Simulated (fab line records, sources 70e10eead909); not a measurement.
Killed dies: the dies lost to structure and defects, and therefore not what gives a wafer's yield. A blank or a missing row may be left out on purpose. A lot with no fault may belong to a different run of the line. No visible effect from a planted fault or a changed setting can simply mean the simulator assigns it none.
Which tool did it? ; flow nand_harc ; Sampling: 22 lots, 66 wafers, 6 of 1302 route steps

== WHAT THE GAUGES SHOWED, per wafer ==
No reading from a measuring or inspecting step in the record can be judged against a usual standard deviation.

== EACH LOT AND THE TOOL THAT RAN IT (in order: tool; ch and the chambers of the sampled wafers; start) ==
lot;NHARC_A_STAIRCASE_ETCH_203;NHARC_A_STAIRCASE_TRIM_235;NHARC_A_STAIRCASE_ETCH_253;NHARC_A_STAIRCASE_DEP_259;NHARC_A_STAIRCASE_DESCUM_270;NHARC_A_STAIRCASE_HM_OPEN_460
L075;rie_diel-06 ch 0,1,3, day 16 07:30 or earlier;rie_diel-13 ch 0,1, day 16 07:30 or earlier;rie_diel-09 ch 0,2, day 16 07:30;pecvd-02 ch 0,2, day 16 11:25;rie_diel-06 ch 0,1,2, day 16 12:24;rie_diel-06 ch 1,2, no start
L074;rie_diel-13 ch 1,2, day 16 15:34 or earlier;rie_diel-09 ch 1,2,3, day 16 15:34 or earlier;rie_diel-09 ch 0,2, day 16 15:34;pecvd-03 ch 0,1,2, day 16 19:18;rie_diel-09 ch 1,2,3, day 16 20:14;rie_diel-13 ch 0,2,3, no start
L076;rie_diel-06 ch 1,2, day 17 02:56 or earlier;rie_diel-13 ch 0,2,3, day 17 02:56 or earlier;rie_diel-09 ch 0,1,3, day 17 02:56;pecvd-02 ch 0,1,2, day 17 06:14;rie_diel-09 ch 0,3, day 17 07:02;rie_diel-13 ch 0,2,3, no start
L077;rie_diel-13 ch 1,2,3, day 17 10:32 or earlier;rie_diel-13 ch 1,2,3, day 17 10:32 or earlier;rie_diel-09 ch 0,3, day 17 10:32;pecvd-01 ch 0,1,2, day 17 13:47;rie_diel-13 ch 0,2,3, day 17 14:46;rie_diel-06 ch 0,3, no start
L078;rie_diel-06 ch 0,2, day 18 05:44 or earlier;rie_diel-06 ch 0,2, day 18 05:44 or earlier;rie_diel-13 ch 1,2,3, day 18 05:44;pecvd-03 ch 0,2, day 18 08:44;rie_diel-06 ch 0,2,3, day 18 09:43;rie_diel-13 ch 0,1,3, no start
L079;rie_diel-09 ch 1,3, day 18 00:58 or earlier;rie_diel-06 ch 1,2,3, day 18 00:58 or earlier;rie_diel-06 ch 1,2,3, day 18 00:58;pecvd-01 ch 0,1, day 18 03:42;rie_diel-06 ch 1,2,3, day 18 04:38;rie_diel-09 ch 1,2,3, no start
L081;rie_diel-06 ch 1,2,3, day 19 06:07 or earlier;rie_diel-06 ch 0,2,3, day 19 06:07 or earlier;rie_diel-13 ch 0,1,2, day 19 06:07;pecvd-01 ch 1,2, day 19 08:53;rie_diel-09 ch 1,2,3, day 19 09:44;rie_diel-06 ch 0,1,2, no start
L080;rie_diel-13 ch 0,1,3, day 19 06:40 or earlier;rie_diel-06 ch 0,1,2, day 19 06:40 or earlier;rie_diel-06 ch 1,2,3, day 19 06:40;pecvd-01 ch 1,2, day 19 09:25;rie_diel-13 ch 0,2,3, day 19 10:37;rie_diel-09 ch 0,1,3, no start
L082;rie_diel-09 ch 1,2,3, day 19 20:10 or earlier;rie_diel-09 ch 0,1,2, day 19 20:10 or earlier;rie_diel-09 ch 1,2, day 19 20:10;pecvd-03 ch 0,1,2, day 20 00:59;rie_diel-13 ch 0,1,3, day 20 01:47;rie_diel-06 ch 1,2,3, no start
L084;rie_diel-13 ch 0,1,2, day 20 14:32 or earlier;rie_diel-09 ch 0,2,3, day 20 14:32 or earlier;rie_diel-09 ch 1,3, day 20 14:32;pecvd-02 ch 0,1,2, day 20 19:14;rie_diel-09 ch 0,2,3, day 20 20:06;rie_diel-13 ch 0,1,2, no start
L085;rie_diel-13 ch 0,1,2, day 20 20:14 or earlier;rie_diel-06 ch 1,2,3, day 20 20:14 or earlier;rie_diel-13 ch 0,1,2, day 20 20:14;pecvd-01 ch 0,1,2, day 21 00:22;rie_diel-06 ch 1,2,3, day 21 01:22;rie_diel-09 ch 0,2,3, no start
L089;rie_diel-06 ch 0,1,2, day 22 02:56 or earlier;rie_diel-06 ch 1,3, day 22 02:56 or earlier;rie_diel-09 ch 1,2,3, day 22 02:56;pecvd-03 ch 0,1, day 22 05:43;rie_diel-06 ch 0,1,3, day 22 06:41;rie_diel-09 ch 0,1,2, no start
L088;rie_diel-06 ch 0,2, day 22 03:39 or earlier;rie_diel-13 ch 0,1,3, day 22 03:39 or earlier;rie_diel-13 ch 0,1,3, day 22 03:39;pecvd-03 ch 1,2, day 22 06:28;rie_diel-13 ch 0,1,3, day 22 07:26;rie_diel-06 ch 0,2, no start
L087;rie_diel-06 ch 0,2,3, day 22 16:09 or earlier;rie_diel-13 ch 0,1,3, day 22 16:09 or earlier;rie_diel-09 ch 0,2,3, day 22 16:09;pecvd-03 ch 1,2, day 22 21:32;rie_diel-06 ch 0,3, day 22 22:32;rie_diel-09 ch 1,2, no start
L090;rie_diel-06 ch 1,2, day 22 23:26 or earlier;rie_diel-06 ch 1,2,3, day 22 23:26 or earlier;rie_diel-09 ch 1,2, day 22 23:26;pecvd-03 ch 0,1, day 23 02:10;rie_diel-13 ch 0,1, day 23 03:02;rie_diel-13 ch 0,3, no start
L091;rie_diel-09 ch 0,2, day 23 12:43 or earlier;rie_diel-13 ch 0,3, day 23 12:43 or earlier;rie_diel-06 ch 0,2, day 23 12:43;pecvd-03 ch 0,2, day 23 16:17;rie_diel-13 ch 0,3, day 23 17:13;rie_diel-13 ch 0,1, no start
L092;rie_diel-06 ch 0,1,2, day 23 22:38 or earlier;rie_diel-09 ch 2,3, day 23 22:38 or earlier;rie_diel-13 ch 1,2,3, day 23 22:38;pecvd-02 ch 0,1,2, day 24 06:16;rie_diel-06 ch 0,1,2, day 24 07:11;rie_diel-09 ch 0,2,3, no start
L093;rie_diel-09 ch 0,1, day 24 21:07 or earlier;rie_diel-09 ch 0,1,3, day 24 21:07 or earlier;rie_diel-13 ch 0,1,3, day 24 21:07;pecvd-01 ch 0,1,2, day 24 23:57;rie_diel-06 ch 1,2, day 25 00:45;rie_diel-06 ch 2,3, no start
L094;rie_diel-13 ch 2,3, day 24 17:37 or earlier;rie_diel-09 ch 1,3, day 24 17:37 or earlier;rie_diel-09 ch 0,2,3, day 24 17:37;pecvd-03 ch 0,1,2, day 24 20:22;rie_diel-13 ch 1,2,3, day 24 21:15;rie_diel-13 ch 0,1, no start
L095;rie_diel-09 ch 1,2,3, day 24 22:59 or earlier;rie_diel-09 ch 0,1,3, day 24 22:59 or earlier;rie_diel-09 ch 0,2, day 24 22:59;pecvd-01 ch 0,2, day 25 01:44;rie_diel-09 ch 1,3, day 25 02:44;rie_diel-13 ch 0,2,3, no start
L097;rie_diel-06 ch 1,2,3, day 25 12:13 or earlier;rie_diel-13 ch 0,2,3, day 25 12:13 or earlier;rie_diel-13 ch 1,2,3, day 25 12:13;pecvd-03 ch 0,1,2, day 25 16:34;rie_diel-13 ch 1,2,3, day 25 17:25;rie_diel-06 ch 1,2,3, no start
L096;rie_diel-13 ch 0,1, day 25 14:02 or earlier;rie_diel-06 ch 0,2,3, day 25 14:02 or earlier;rie_diel-06 ch 1,2, day 25 14:02;pecvd-01 ch 0,2, day 25 18:13;rie_diel-09 ch 0,2, day 25 19:03;rie_diel-06 ch 0,3, no start
- NHARC_A_STAIRCASE_ETCH_203: etches the open film in C4F8/O2, target depth 100 nm, time 40.5 s.
- NHARC_A_STAIRCASE_TRIM_235: chemistry O2, time 211.2 s.
- NHARC_A_STAIRCASE_ETCH_253: etches the open film in C4F8/O2, target depth 50 nm, time 20.2 s.
- NHARC_A_STAIRCASE_DEP_259: deposits SiON, target thk 30 nm.
- NHARC_A_STAIRCASE_DESCUM_270: chemistry O2, time 3 s.
- NHARC_A_STAIRCASE_HM_OPEN_460: chemistry O2/COS.

== AS READ BY THE TOOLS THEMSELVES (means over the sampled wafers that have a number; for cases with no such wafer, the mark the record gives instead) ==
NHARC_A_STAIRCASE_ETCH_203.
lot;tool;bias_w (W);oes_product_au (a.u.);rf_fwd_power_W (W);rf_vpp_V (V)
L075;rie_diel-06;999;0.948;594;895
L074;rie_diel-13;1000;0.949;590;901
L076;rie_diel-06;1000;0.947;594;896
L077;rie_diel-13;1003;0.939;590;901
L078;rie_diel-06;1003;0.939;594;892
L079;rie_diel-09;996;0.936;592;894
L081;rie_diel-06;993;0.941;593;895
L080;rie_diel-13;999;0.943;593;901
L082;rie_diel-09;1001;0.938;593;891
L084;rie_diel-13;1002;0.940;589;900
L085;rie_diel-13;1002;0.950;588;900
L089;rie_diel-06;1000;0.946;591;895
L088;rie_diel-06;1001;0.965;596;891
L087;rie_diel-06;1000;0.942;595;891
L090;rie_diel-06;1003;0.951;593;896
L091;rie_diel-09;999;0.922;595;904
L092;rie_diel-06;997;0.952;593;895
L093;rie_diel-09;997;0.935;596;899
L094;rie_diel-13;1001;0.935;592;902
L095;rie_diel-09;998;0.950;594;898
L097;rie_diel-06;1002;0.937;592;894
L096;rie_diel-13;998;0.965;591;899

NHARC_A_STAIRCASE_TRIM_235.
lot;tool;drypump_motor_current_A (A);oes_product_au (a.u.);rf_vpp_V (V);showerhead_plenum_p_Torr (Torr);throttle_valve_pct (%)
L075;rie_diel-13;6.3;1.008;59.2;3.65;17.043
L074;rie_diel-09;5.5;1.003;57.8;3.42;17.032
L076;rie_diel-13;5.8;0.990;57.7;3.70;17.030
L077;rie_diel-13;5.9;0.999;58.5;3.70;17.033
L078;rie_diel-06;5.9;1.006;57.3;3.42;17.036
L079;rie_diel-06;5.3;0.988;57.9;3.52;17.036
L081;rie_diel-06;5.5;1.012;58.8;3.38;17.033
L080;rie_diel-06;5.6;1.006;57.3;3.54;17.039
L082;rie_diel-09;5.6;1.003;58.5;3.50;17.043
L084;rie_diel-09;5.3;1.008;58.2;3.49;17.035
L085;rie_diel-06;5.3;0.996;58.2;3.50;17.043
L089;rie_diel-06;5.2;1.015;57.8;3.62;17.041
L088;rie_diel-13;6.1;0.997;58.6;3.68;17.033
L087;rie_diel-13;6.1;1.006;58.5;3.68;17.041
L090;rie_diel-06;5.3;1.005;57.9;3.49;17.039
L091;rie_diel-13;6.0;1.012;57.8;3.67;17.037
L092;rie_diel-09;5.1;0.980;58.2;3.68;17.037
L093;rie_diel-09;5.7;0.990;57.9;3.55;17.030
L094;rie_diel-09;5.8;1.010;57.6;3.46;17.027
L095;rie_diel-09;5.6;0.998;58.1;3.55;17.032
L097;rie_diel-13;5.8;1.010;58.0;3.67;17.039
L096;rie_diel-06;5.5;0.998;57.4;3.36;17.035

NHARC_A_STAIRCASE_ETCH_253.
lot;tool;bias_w (W);oes_product_au (a.u.);rf_fwd_power_W (W);rf_vpp_V (V)
L075;rie_diel-09;1001.8;0.946;592;893
L074;rie_diel-09;998.5;0.966;592;899
L076;rie_diel-09;1000.6;0.921;588;897
L077;rie_diel-09;998.9;0.956;591;900
L078;rie_diel-13;999.9;0.962;587;902
L079;rie_diel-06;998.8;0.946;589;894
L081;rie_diel-13;999.6;0.972;587;901
L080;rie_diel-06;998.7;0.942;591;896
L082;rie_diel-09;1000.3;0.971;589;888
L084;rie_diel-09;996.2;0.952;587;894
L085;rie_diel-13;1001.2;0.919;587;900
L089;rie_diel-09;1000.0;0.963;589;899
L088;rie_diel-13;1001.0;0.961;588;901
L087;rie_diel-09;1002.6;0.954;592;900
L090;rie_diel-09;999.6;0.968;587;899
L091;rie_diel-06;1000.3;0.976;593;891
L092;rie_diel-13;999.9;0.972;588;901
L093;rie_diel-13;1000.4;0.962;586;902
L094;rie_diel-09;998.0;0.953;591;900
L095;rie_diel-09;997.8;0.951;591;905
L097;rie_diel-13;997.5;0.969;588;901
L096;rie_diel-06;999.4;0.957;591;896

NHARC_A_STAIRCASE_DEP_259.
lot;tool;heater_power_w (W);rf_fwd_power_W (W)
L075;pecvd-02;702;348.1
L074;pecvd-03;783;348.4
L076;pecvd-02;767;349.1
L077;pecvd-01;713;347.4
L078;pecvd-03;779;348.1
L079;pecvd-01;709;348.8
L081;pecvd-01;728;349.3
L080;pecvd-01;725;348.2
L082;pecvd-03;767;348.1
L084;pecvd-02;723;348.1
L085;pecvd-01;787;347.6
L089;pecvd-03;756;348.0
L088;pecvd-03;861;348.3
L087;pecvd-03;776;348.6
L090;pecvd-03;725;347.7
L091;pecvd-03;780;349.1
L092;pecvd-02;687;348.5
L093;pecvd-01;769;347.6
L094;pecvd-03;769;348.3
L095;pecvd-01;767;348.7
L097;pecvd-03;763;348.6
L096;pecvd-01;761;348.1

NHARC_A_STAIRCASE_DESCUM_270.
lot;tool;drypump_motor_current_A (A);oes_product_au (a.u.);rf_vpp_V (V);showerhead_plenum_p_Torr (Torr);throttle_valve_pct (%)
L075;rie_diel-06;5.7;1.008;57.7;1.93;11.307
L074;rie_diel-09;5.5;1.002;57.2;1.85;11.313
L076;rie_diel-09;5.3;1.002;57.6;1.94;11.308
L077;rie_diel-13;5.8;1.003;59.1;2.01;11.311
L078;rie_diel-06;5.4;0.994;56.8;1.83;11.311
L079;rie_diel-06;5.2;1.000;57.9;1.91;11.316
L081;rie_diel-09;5.5;0.989;57.1;1.85;11.312
L080;rie_diel-13;5.8;0.993;58.5;2.01;11.306
L082;rie_diel-13;6.1;0.997;58.3;2.01;11.302
L084;rie_diel-09;5.3;1.003;58.1;1.89;11.315
L085;rie_diel-06;5.3;0.997;58.0;1.90;11.313
L089;rie_diel-06;5.4;1.000;57.1;1.89;11.310
L088;rie_diel-13;6.1;0.996;58.2;2.00;11.310
L087;rie_diel-06;5.2;0.993;57.7;1.80;11.307
L090;rie_diel-13;6.3;1.015;57.6;1.97;11.314
L091;rie_diel-13;6.0;1.003;57.8;2.00;11.315
L092;rie_diel-06;5.6;1.020;57.0;1.91;11.311
L093;rie_diel-06;5.5;1.009;57.7;1.91;11.314
L094;rie_diel-13;5.9;0.998;58.1;1.99;11.313
L095;rie_diel-09;5.8;1.004;57.8;1.88;11.309
L097;rie_diel-13;5.9;0.998;58.1;1.99;11.314
L096;rie_diel-09;5.5;0.986;58.9;2.04;11.309

NHARC_A_STAIRCASE_HM_OPEN_460.
lot;tool;bias_w (W);drypump_motor_current_A (A);oes_product_au (a.u.);rf_fwd_power_W (W);rf_vpp_V (V);showerhead_plenum_p_Torr (Torr);throttle_valve_pct (%)
L075;rie_diel-06;299.1;5.5;1.006;497.4;470;3.25;28.323
L074;rie_diel-13;299.8;5.8;0.996;497.7;471;3.28;28.324
L076;rie_diel-13;300.3;5.8;0.995;497.6;471;3.27;28.331
L077;rie_diel-06;301.0;5.6;0.995;500.5;465;2.99;28.320
L078;rie_diel-13;299.9;6.1;1.005;497.6;469;3.27;28.328
L079;rie_diel-09;298.3;5.5;0.990;498.6;465;3.02;28.322
L081;rie_diel-06;300.4;5.6;1.009;498.2;468;3.13;28.332
L080;rie_diel-09;300.3;5.7;0.992;498.7;469;3.16;28.328
L082;rie_diel-06;300.5;5.3;0.996;499.6;468;3.10;28.329
L084;rie_diel-13;300.0;5.9;1.006;497.9;469;3.22;28.336
L085;rie_diel-09;300.2;5.3;1.003;499.0;466;3.09;28.330
L089;rie_diel-09;299.7;5.6;0.988;499.8;470;3.25;28.327
L088;rie_diel-06;300.1;5.9;1.007;499.2;465;3.01;28.326
L087;rie_diel-09;300.8;5.4;0.988;496.8;470;3.27;28.324
L090;rie_diel-13;299.5;6.0;1.018;499.6;470;3.25;28.328
L091;rie_diel-13;299.8;6.3;1.010;499.2;469;3.20;28.345
L092;rie_diel-09;299.4;5.3;0.988;499.1;470;3.24;28.331
L093;rie_diel-06;299.2;5.3;0.995;499.8;464;2.97;28.327
L094;rie_diel-13;300.6;6.1;1.022;499.8;468;3.20;28.323
L095;rie_diel-13;299.9;5.8;1.016;498.8;469;3.25;28.329
L097;rie_diel-06;300.0;5.2;0.992;499.5;467;3.08;28.334
L096;rie_diel-06;299.7;5.6;0.991;499.7;463;2.96;28.331

== THE ANSWER, worked out from the rows above alone ==
Rule: the usual values come from the lots themselves. Put in order of their means at a reading, lots are off if they are a third of the lots or fewer, leave a main group of 4 or more, and stand apart from it by a gap of 3 or more times the standard deviation of the main group's means; of several such gaps the widest counts. If all means in a main group match to the digits the tables above print for the reading, that group is not used. A lot without any number at a reading at which 4 lots or more have one is off too. Where the step has rows for the other lots, those lots are counted as sound. First the gauges in route order, then the tools' own readings, where a lot's mean is used as printed above. At the first step where some lot is off, the reading lying furthest off is the one used; lots without a number count as furthest.
No lot is off on any of the readings shown, so nothing can be concluded from this.

== WHAT THE SIMULATOR HAD INSERTED ==
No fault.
